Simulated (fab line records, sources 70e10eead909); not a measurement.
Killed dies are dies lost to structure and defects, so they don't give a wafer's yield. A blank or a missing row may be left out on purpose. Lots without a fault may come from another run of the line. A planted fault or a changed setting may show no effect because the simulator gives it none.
fab line records | flow nand_harc
record lots=13 wafers=39 last_day=33
route steps=1302 shown P_GATE@151
lots that met no fault: from a run of the same line without faults
start_h: hours from the record's first day to the start of the lot's first wafer shown | wait_h: hours since the lot's step before | " the same as in the row above | L1.1+2: a row that stands for several wafers | - no value, or no start given | * or withheld: withheld | < > ~ a bound
route shown NAME@n: a module of which the file shows steps, and the number in the route of the first | usual: mean/standard deviation of fault-free wafers | same: alike in all rows | chamber/n: place in a boat | sites: the reading at each site | _std_site: their standard deviation | _edge_site: outer sites' mean less inner sites' | radius_mm: how far each site lies from the wafer's centre | mask NAME#n: copy n | behind: the tool/chamber that last shaped the wafer | hold: why the lot was held/for how many hours/how that ended | device: the transistor (n, p or np) that didn't switch | end of line: the same wafers' tests at the end of the route | a step without rows: its recipe alone | killed: dies lost to structure and defects at the first sort, not the wafer's yield | map: a wafer's dies, x killed, . not, _ none there
set.NAME: the setting as run; set.NAME@STEP: as run at that earlier step | model.NAME: the simulator's own value behind a step, which no gauge read
steps of the route over a sample of lots; a table a step, a row a wafer
services: from which hour (start_h, from the record's first day; less than 0 if before it) a tool's chamber was out of use, for how many hours, and why
## steps
# step NHARC_P_GATE_CD_MEAS_33
# usual cd_nm=121.5/1.8
# columns lot.wafer tool chamber start_h wait_h cd_nm
L874.2 cd_sem-02 - 114.86 0.1 121.7
L874.4 " - " " 123.1
L874.6 " - " " 119.3
L877.3 cd_sem-01 - 147.54 - 121.9
L877.5 " - " " 122.0
L877.6 " - " " 122.1
L878.1 cd_sem-02 - 159.34 - 119.9
L878.2 " - " " 119.0
L878.4 " - " " 121.4
L880.2 cd_sem-03 - 174.53 - 123.6
L880.4 " - " " 122.3
L880.6 " - " " 121.8
L882.4 cd_sem-03 - 198.55 - 120.5
L882.5 " - " " 120.1
L882.6 " - " " 120.7
L887.1 cd_sem-01 - 244.96 - 118.9
L887.2 " - " " 118.6
L887.5 " - " " 121.9
L888.3 cd_sem-02 - 260.91 - 120.7
L888.4 " - " " 124.3
L888.6 " - " " 120.9
L889.1 cd_sem-02 - 267.46 - 119.5
L889.3 " - " " 123.4
L889.6 " - " " 120.2
L890.1 cd_sem-02 - 284.39 - 119.7
L890.4 " - " " 118.1
L890.6 " - " " 120.5
L891.1 cd_sem-02 - 289.65 - 122.3
L891.2 " - " " 120.1
L891.6 " - " " 121.3
L892.1 cd_sem-01 - 296.86 - 122.0
L892.2 " - " " 123.8
L892.6 " - " " 120.7
L893.2 cd_sem-02 - 312.22 - 122.2
L893.4 " - " " 123.0
L893.5 " - " " 121.5
L894.2 cd_sem-01 - 320.02 - 122.4
L894.3 " - " " 125.6
L894.4 " - " " 122.0
# step NHARC_P_GATE_EXPOSE_56
# recipe na=0.6 target_cd_nm=720 dose_mj=14.81 mask_id=P_PSD
# usual reticle_temp_C=22.98/0.1
# columns lot.wafer tool chamber start_h wait_h mask reticle_temp_C
L874.2 krf_scanner-02 0 127.52 - P_PSD#0 23.02
L874.4 " 0 " " P_PSD#0 22.98
L874.6 " 0 " " P_PSD#0 23.05
L877.3 krf_scanner-02 0 160.16 - P_PSD#0 22.96
L877.5 " 0 " " P_PSD#0 22.82
L877.6 " 0 " " P_PSD#0 22.92
L878.1 krf_scanner-02 0 171.73 - P_PSD#0 22.97
L878.2 " 0 " " P_PSD#0 22.92
L878.4 " 0 " " P_PSD#0 23.02
L880.2 krf_scanner-02 0 187.06 - P_NSD#0 22.97
L880.4 " 0 " " P_NSD#0 23.19
L880.6 " 0 " " P_NSD#0 23.07
L882.4 krf_scanner-04 0 211.23 - P_PSD#0 23.06
L882.5 " 0 " " P_PSD#0 22.87
L882.6 " 0 " " P_PSD#0 23.19
L887.1 krf_scanner-04 0 257.42 - P_PSD#0 23.11
L887.2 " 0 " " P_PSD#0 23.00
L887.5 " 0 " " P_PSD#0 23.18
L888.3 krf_scanner-03 0 273.51 - P_PSD#0 22.94
L888.4 " 0 " " P_PSD#0 22.85
L888.6 " 0 " " P_PSD#0 22.90
L889.1 krf_scanner-03 0 279.98 - P_PSD#0 23.13
L889.3 " 0 " " P_PSD#0 22.99
L889.6 " 0 " " P_PSD#0 22.93
L890.1 krf_scanner-02 0 296.85 - P_PSD#0 22.93
L890.4 " 0 " " P_PSD#0 22.82
L890.6 " 0 " " P_PSD#0 22.98
L891.1 krf_scanner-03 0 302.34 - P_PSD#0 23.06
L891.2 " 0 " " P_PSD#0 22.84
L891.6 " 0 " " P_PSD#0 23.10
L892.1 krf_scanner-02 0 309.27 - P_PSD#0 23.10
L892.2 " 0 " " P_PSD#0 23.03
L892.6 " 0 " " P_PSD#0 23.05
L893.2 krf_scanner-04 0 324.67 - P_PSD#0 22.94
L893.4 " 0 " " P_PSD#0 22.91
L893.5 " 0 " " P_PSD#0 22.94
L894.2 krf_scanner-04 0 332.50 - P_PSD#0 22.88
L894.3 " 0 " " P_PSD#0 22.99
L894.4 " 0 " " P_PSD#0 22.87
# step NHARC_P_GATE_CD_MEAS_59
# recipe target_cd_nm=720 landing_energy_ev=500
# usual cd_nm=720.6/1.4
# same landing_energy_ev=500
# columns lot.wafer tool chamber start_h wait_h cd_nm
L874.2 cd_sem-01 0 127.67 - 718.4
L874.4 " 0 " " 718.4
L874.6 " 0 " " 719.7
L877.3 cd_sem-03 0 160.31 - 722.0
L877.5 " 0 " " 721.7
L877.6 " 0 " " 720.0
L878.1 cd_sem-01 0 171.89 - 719.3
L878.2 " 0 " " 717.7
L878.4 " 0 " " 718.1
L880.2 cd_sem-03 0 187.21 - -
L880.4 " 0 " " -
L880.6 " 0 " " -
L882.4 cd_sem-03 0 211.37 - 723.4
L882.5 " 0 " " 720.6
L882.6 " 0 " " 720.7
L887.1 cd_sem-02 0 257.58 - 722.3
L887.2 " 0 " " 721.2
L887.5 " 0 " " 721.9
L888.3 cd_sem-03 0 273.66 - 720.4
L888.4 " 0 " " 720.9
L888.6 " 0 " " 721.4
L889.1 cd_sem-02 0 280.14 - 720.7
L889.3 " 0 " " 722.2
L889.6 " 0 " " 721.1
L890.1 cd_sem-02 0 297.00 - 721.5
L890.4 " 0 " " 721.3
L890.6 " 0 " " 721.4
L891.1 cd_sem-01 0 302.49 - 720.4
L891.2 " 0 " " 719.0
L891.6 " 0 " " 719.5
L892.1 cd_sem-03 0 309.43 - 718.8
L892.2 " 0 " " 718.8
L892.6 " 0 " " 720.2
L893.2 cd_sem-01 0 324.82 - 720.3
L893.4 " 0 " " 721.8
L893.5 " 0 " " 721.1
L894.2 cd_sem-01 0 332.66 - 721.1
L894.3 " 0 " " 723.0
L894.4 " 0 " " 721.5
# step NHARC_P_GATE_DESCUM_61
# recipe time_s=3 o2_flow_sccm=200 ar_flow_sccm=0 bias_power_w=0 chemistry=O2
# usual drypump_motor_current_A=5.8/0.52 mfc_ar_sccm=0.010/0.017 oes_product_au=1.000/0.0092 rf_vpp_V=57.8/0.79 showerhead_plenum_p_Torr=1.94/0.073 throttle_valve_pct=11.310/0.0088
# columns lot.wafer tool chamber start_h wait_h drypump_motor_current_A mfc_ar_sccm oes_product_au rf_hours_counter_h rf_vpp_V showerhead_plenum_p_Torr throttle_valve_pct
L874.2 rie_diel-03 0 127.84 - 6.6 0.042 1.012 0 58.1 2.00 11.296
L874.4 " 2 " " 4.9 0 1.011 0 57.0 1.92 11.294
L874.6 " 3 " " 5.6 0 1.004 - 57.6 1.89 11.306
L877.3 rie_diel-05 0 160.51 - 5.4 0.008 1.010 4 58.2 2.01 11.312
L877.6 " 1 " " 6.1 0 1.015 - 57.4 1.91 11.306
L877.5 " 2 " " 5.6 0.009 1.011 - 58.6 2.07 11.323
L878.4 rie_diel-04 3 172.05 - 5.6 0 0.987 11 57.4 1.92 11.311
L878.1 " 0 " " 6.6 0.042 0.986 9 56.9 1.87 11.307
L878.2 " 1 " " 5.5 0 0.989 11 58.3 2.04 11.317
L880.2 rie_diel-05 1 187.37 - 6.0 0 0.996 6 58.1 1.91 11.308
L880.4 " 2 " " 5.6 0.009 1.006 7 59.2 2.07 11.315
L880.6 " 2 " " 5.6 0.009 1.004 - 58.5 2.07 11.302
L882.4 rie_diel-04 3 211.54 - 5.6 0 0.998 0 58.6 1.92 11.304
L882.5 " 2 " " 6.0 0 0.995 - 58.6 1.79 11.303
L882.6 " 3 " " 5.6 0 0.997 - 58.0 1.92 11.304
L887.2 rie_diel-03 0 257.73 - 6.6 0.042 1.012 10 57.0 2.00 11.322
L887.1 " 1 " " 6.2 0.006 1.007 10 58.2 1.89 11.320
L887.5 " 0 " " 6.6 0.042 1.006 - 56.9 2.00 11.322
L888.3 rie_diel-03 0 273.85 - 6.5 0.042 1.004 10 58.3 2.00 11.299
L888.6 " 1 " " 6.2 0.006 1.001 - 56.4 1.89 11.310
L888.4 " 0 " " 6.5 0.042 0.996 - 57.7 2.00 11.316
L889.1 rie_diel-03 1 280.30 - 6.2 0.006 1.006 10 58.5 1.89 11.297
L889.3 " 2 " " 5.0 0 1.003 9 58.3 1.92 11.296
L889.6 " 1 " " 6.2 0.006 1.001 - 57.0 1.89 11.306
L890.4 rie_diel-04 2 297.16 - 6.0 0 0.982 3 56.6 1.79 11.308
L890.1 " 1 " " 5.5 0 0.988 3 57.5 2.04 11.321
L890.6 " 3 " " 5.6 0 0.984 - 59.5 1.92 11.298
L891.1 rie_diel-04 1 302.65 - 5.5 0 0.994 3 58.9 2.04 11.310
L891.2 " 2 " " 6.0 0 0.995 3 57.2 1.79 11.307
L891.6 " 2 " " 6.0 0 0.999 - 57.0 1.79 11.301
L892.1 rie_diel-05 3 309.61 - 5.5 0 0.988 5 58.7 2.04 11.297
L892.2 " 0 " " 5.5 0.008 0.993 5 59.1 2.01 11.309
L892.6 " 2 " " 5.6 0.009 0.996 - 58.9 2.07 11.315
L893.2 rie_diel-03 0 324.98 - 6.5 0.042 1.005 1 57.5 2.00 11.294
L893.4 " 0 " " 6.6 0.042 0.996 - 59.1 2.00 11.322
L893.5 " 2 " " 5.0 0 0.996 - 57.3 1.92 11.307
L894.3 rie_diel-03 0 332.81 - 6.5 0.042 0.989 2 58.0 2.00 11.314
L894.4 " 1 " " 6.1 0.006 0.985 2 57.4 1.89 11.317
L894.2 " 2 " " 5.0 0 1.001 3 56.7 1.92 11.314
# step NHARC_P_GATE_STRIP_76
# recipe power_w=1500 temp_c=250 chemistry=O2
# usual drypump_motor_current_A=5.9/0.42 heater_power_w=347/35
# columns lot.wafer tool chamber start_h wait_h drypump_motor_current_A heater_power_w rf_hours_counter_h
L874.2 plasma_asher-02 0 128.45 0.2 6.2 387 10
L874.4 " 1 " " 5.7 347 -
L874.6 " 1 " " 5.7 331 -
L877.3 plasma_asher-02 1 161.12 0.2 5.7 339 -
L877.6 " 1 " " 5.7 347 -
L877.5 " 0 " " 6.2 384 -
L878.1 plasma_asher-02 0 172.69 0.2 6.3 389 20
L878.2 " 1 " " 5.7 333 20
L878.4 " 0 " " 6.2 401 -
L880.2 plasma_asher-02 1 188.01 0.2 5.7 344 23
L880.4 " 0 " " 6.2 387 -
L880.6 " 0 " " 6.2 389 -
L882.4 plasma_asher-01 0 212.21 0.1 6.4 301 -
L882.6 " 1 " " 5.2 329 -
L882.5 " 0 " " 6.4 300 -
L887.2 plasma_asher-02 0 258.39 0.2 6.2 397 0
L887.1 " 1 " " 5.7 341 0
L887.5 " 0 " " 6.2 384 -
L888.3 plasma_asher-02 1 274.49 0.2 5.8 337 -
L888.4 " 0 " " 6.2 393 -
L888.6 " 1 " " 5.7 344 -
L889.1 plasma_asher-01 0 280.95 0.2 6.4 295 23
L889.3 " 1 " " 5.2 328 -
L889.6 " 1 " " 5.2 320 -
L890.1 plasma_asher-02 1 297.81 0.2 5.7 339 8
L890.4 " 0 " " 6.2 401 -
L890.6 " 0 " " 6.2 395 -
L891.1 plasma_asher-02 1 303.28 0.2 5.7 340 9
L891.2 " 0 " " 6.2 401 9
L891.6 " 1 " " 5.7 337 -
L892.2 plasma_asher-02 1 310.22 0.2 5.8 344 11
L892.1 " 0 " " 6.2 394 11
L892.6 " 0 " " 6.2 392 -
L893.2 plasma_asher-02 0 325.63 0.2 6.2 397 13
L893.4 " 0 " " 6.2 396 -
L893.5 " 0 " " 6.2 389 -
L894.2 plasma_asher-02 1 333.93 0.2 5.8 341 15
L894.4 " 0 " " 6.2 390 -
L894.3 " 1 " " 5.7 339 -
## services
# columns tool chamber start_h hours kind
rie_diel-03 - 114.41 9.0 pm
krf_scanner-03 - 118.57 0.3 repair
rie_diel-03 0 135.67 5.0 repair
krf_scanner-02 - 161.06 0.4 repair
krf_scanner-02 - 174.97 2.3 repair
rie_diel-04 - 177.90 9.0 pm
krf_scanner-04 - 182.00 4.0 pm
rie_diel-04 - 202.13 0.5 repair
krf_scanner-03 - 212.64 0.1 repair
plasma_asher-02 - 222.32 1.9 repair
krf_scanner-03 - 224.12 4.0 pm
rie_diel-05 - 229.60 9.0 pm
rie_diel-05 2 248.70 1.9 repair
plasma_asher-02 - 249.00 9.0 pm
rie_diel-03 2 255.55 3.6 repair
krf_scanner-02 - 266.00 4.0 pm
rie_diel-03 3 266.55 14.2 repair
krf_scanner-04 - 270.81 2.7 repair
rie_diel-05 2 276.29 23.8 repair
rie_diel-03 - 291.41 9.0 pm
krf_scanner-04 - 306.21 0.3 repair
rie_diel-04 2 320.19 3.4 repair
rie_diel-03 1 322.78 5.0 repair
krf_scanner-02 - 324.54 2.6 repair
## key
first_sign step=NHARC_P_GATE_EXPOSE_56 reading=mask direction=changed
effect step=NHARC_P_GATE_CD_MEAS_59 reading=cd_nm direction=missing
met_at NHARC_P_GATE_EXPOSE_56
struck_lots L880
later_rows_left_out L880.2,L880.4,L880.6
sort_left_out L880.2,L880.4,L880.6
tester_left_out L880
not_acting_at NHARC_P_GATE_CD_MEAS_33,NHARC_P_GATE_DESCUM_61,NHARC_P_GATE_STRIP_76
onset_between 171.73 187.06
fault kind=wrong_mask tool=any chamber=- onset_h=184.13 steps=NHARC_P_GATE_EXPOSE_56 aux_copy=P_NSD#0 scope=struck_lots_only
# tester_left_out: of these lots the tester's yield and bins aren't shown, on N5 and GAA mostly nor the transistor test; their killed dies are dies lost to structure and defects alone, not to doping, threshold or leakage, so they don't give the yield
# sort_left_out: the simulated sort isn't trusted on such a fault, so these wafers' sort isn't shown, and their yield isn't known
# later_rows_left_out: the simulator's readings of these wafers behind a module that went badly wrong aren't trusted and aren't shown, but for the sort
